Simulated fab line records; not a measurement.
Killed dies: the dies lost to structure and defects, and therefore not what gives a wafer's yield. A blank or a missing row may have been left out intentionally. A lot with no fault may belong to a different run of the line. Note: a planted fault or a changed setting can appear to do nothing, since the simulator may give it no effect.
Matching of chambers :: flow nandHarc :: 4 sister chambers for NHARC_P_BONDPAD_STRIP_15 on rieDiel-01
The step strips in O2. 18 wafers are shown with their chamber, then 9 later ones without.

WAFERS PAIRED WITH THEIR CHAMBERS
wafer: L074.1
chamber: 1
drypumpMotorCurrentA (A): 5.1
oesProductAu (a.u.): 0.989
throttleValvePct (%): 17.053

wafer: L074.2
chamber: 0
drypumpMotorCurrentA (A): 5.6
oesProductAu (a.u.): 1.003
throttleValvePct (%): 17.040

wafer: L074.6
chamber: 3
drypumpMotorCurrentA (A): 6.2
oesProductAu (a.u.): 1.008
throttleValvePct (%): 17.036

wafer: L075.1
chamber: 3
drypumpMotorCurrentA (A): 6.2
oesProductAu (a.u.): 1.006
throttleValvePct (%): 17.031

wafer: L075.2
chamber: 2
drypumpMotorCurrentA (A): 6.1
oesProductAu (a.u.): 0.974
throttleValvePct (%): 17.039

wafer: L075.6
chamber: 1
drypumpMotorCurrentA (A): 5.1
oesProductAu (a.u.): 0.986
throttleValvePct (%): 17.043

wafer: L076.3
chamber: 2
drypumpMotorCurrentA (A): 6.2
oesProductAu (a.u.): 0.956
throttleValvePct (%): 17.027

wafer: L076.4
chamber: 1
drypumpMotorCurrentA (A): 5.1
oesProductAu (a.u.): 0.995
throttleValvePct (%): 17.037

wafer: L076.5
chamber: 3
drypumpMotorCurrentA (A): 6.2
oesProductAu (a.u.): 0.995
throttleValvePct (%): 17.034

wafer: L078.2
chamber: 3
drypumpMotorCurrentA (A): 6.2
oesProductAu (a.u.): 1.014
throttleValvePct (%): 17.035

wafer: L078.5
chamber: 2
drypumpMotorCurrentA (A): 6.1
oesProductAu (a.u.): 0.969
throttleValvePct (%): 17.041

wafer: L078.6
chamber: 1
drypumpMotorCurrentA (A): 5.1
oesProductAu (a.u.): 0.997
throttleValvePct (%): 17.042

wafer: L080.2
chamber: 1
drypumpMotorCurrentA (A): 5.1
oesProductAu (a.u.): 1.004
throttleValvePct (%): 17.047

wafer: L080.4
chamber: 3
drypumpMotorCurrentA (A): 6.2
oesProductAu (a.u.): 0.999
throttleValvePct (%): 17.041

wafer: L080.6
chamber: 3
drypumpMotorCurrentA (A): 6.2
oesProductAu (a.u.): 1.011
throttleValvePct (%): 17.049

wafer: L085.2
chamber: 3
drypumpMotorCurrentA (A): 6.2
oesProductAu (a.u.): 1.008
throttleValvePct (%): 17.026

wafer: L085.3
chamber: 0
drypumpMotorCurrentA (A): 5.5
oesProductAu (a.u.): 1.019
throttleValvePct (%): 17.025

wafer: L085.5
chamber: 3
drypumpMotorCurrentA (A): 6.2
oesProductAu (a.u.): 1.007
throttleValvePct (%): 17.034

SIGNATURES (averages over the wafers above)
reading: drypumpMotorCurrentA
chamber 0: 5.550
chamber 1: 5.100
chamber 2: 6.133
chamber 3: 6.200
scatter within a chamber: 0.0289

reading: oesProductAu
chamber 0: 1.01100
chamber 1: 0.99420
chamber 2: 0.96633
chamber 3: 1.00600
scatter within a chamber: 0.0074

reading: throttleValvePct
chamber 0: 17.03250
chamber 1: 17.04440
chamber 2: 17.03567
chamber 3: 17.03575
scatter within a chamber: 0.00706
Rule: a wafer's distance from a chamber is the root of the sum, over the readings, of the square of ((its reading less the chamber's mean) divided by the reading's scatter). If the next closest chamber is less than 2 further off than the closest, the wafer can't be placed; otherwise it belongs to the closest. The scatter is the square root of a quotient: the sum, over the shown wafers, of each reading's squared deviation from its chamber's mean, divided by wafers minus chambers.

WAFERS WHOSE CHAMBER IS MISSING
wafer: L086.2
drypumpMotorCurrentA (A): 6.2
oesProductAu (a.u.): 1.002
throttleValvePct (%): 17.042

wafer: L086.4
drypumpMotorCurrentA (A): 6.1
oesProductAu (a.u.): 0.993
throttleValvePct (%): 17.044

wafer: L086.5
drypumpMotorCurrentA (A): 6.1
oesProductAu (a.u.): 0.998
throttleValvePct (%): 17.036

wafer: L095.1
drypumpMotorCurrentA (A): 5.1
oesProductAu (a.u.): 0.990
throttleValvePct (%): 17.035

wafer: L095.4
drypumpMotorCurrentA (A): 6.1
oesProductAu (a.u.): 1.003
throttleValvePct (%): 17.035

wafer: L095.6
drypumpMotorCurrentA (A): 5.6
oesProductAu (a.u.): 1.009
throttleValvePct (%): 17.051

wafer: L096.1
drypumpMotorCurrentA (A): 6.2
oesProductAu (a.u.): 1.013
throttleValvePct (%): 17.021

wafer: L096.4
drypumpMotorCurrentA (A): 6.1
oesProductAu (a.u.): 1.008
throttleValvePct (%): 17.037

wafer: L096.6
drypumpMotorCurrentA (A): 6.2
oesProductAu (a.u.): 1.014
throttleValvePct (%): 17.041

WHICH CHAMBER EACH WENT THROUGH
wafer: L086.2
from the rows above: 3
in truth: 3

wafer: L086.4
from the rows above: can't be placed: 2 or 3
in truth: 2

wafer: L086.5
from the rows above: can't be placed: 3 or 2
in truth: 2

wafer: L095.1
from the rows above: 1
in truth: 1

wafer: L095.4
from the rows above: can't be placed: 3 or 2
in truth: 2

wafer: L095.6
from the rows above: 0
in truth: 0

wafer: L096.1
from the rows above: 3
in truth: 3

wafer: L096.4
from the rows above: 3
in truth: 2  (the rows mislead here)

wafer: L096.6
from the rows above: 3
in truth: 3
Correct placement for 5 of the 9. Can't be placed from these rows: 3 (the true chamber is among the candidates in 3). 1 placed wrongly.
